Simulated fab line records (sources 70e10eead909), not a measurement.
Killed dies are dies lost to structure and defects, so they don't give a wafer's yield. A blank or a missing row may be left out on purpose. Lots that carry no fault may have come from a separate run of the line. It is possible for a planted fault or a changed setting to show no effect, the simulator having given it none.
Chamber matching    flow nand harc    4 sister chambers for NHARC_A_BLC_ETCH_16 on rie diel-13
The step etches the open film in CF4, target depth 39 nm, time 65 s. 4 wafers are shown with their chamber, then 12 later ones without.

== EACH WAFER AND ITS CHAMBER ==
wafer   chamber  drypump motor current A (A)
L085.3  3        5.9
L088.2  0        6.5
L088.5  2        5.7
L088.6  1        6.3

== WAFERS MISSING THEIR CHAMBER ==
wafer   drypump motor current A (A)
L090.1  6.3
L090.2  6.5
L090.6  5.7
L092.4  5.7
L092.5  5.9
L092.6  5.7
L096.2  5.9
L096.5  6.5
L096.6  6.3
L097.1  6.3
L097.2  6.6
L097.5  5.9

== THE CHAMBER EACH PASSED THROUGH ==
wafer   from the rows above  in truth
L090.1  1                    1
L090.2  0                    0
L090.6  2                    2
L092.4  2                    2
L092.5  3                    3
L092.6  2                    2
L096.2  3                    3
L096.5  0                    0
L096.6  1                    1
L097.1  1                    1
L097.2  0                    0
L097.5  3                    3
Correctly placed: 12 of 12. Number that these rows cannot place: 0. Placed wrongly: 0.
How it was worked out, from the rows above alone: a wafer's distance from a chamber is the root of the sum, over the readings, of the square of ((its reading less the chamber's mean) divided by the reading's scatter). If the next closest chamber is less than 2 further off than the closest, the wafer can't be placed; otherwise it belongs to the closest. The mean given for a chamber averages the wafers shown for that chamber. The scatter: with one shown wafer a chamber, the root of the mean of the squares of how far each hidden wafer lies from its nearest shown one.
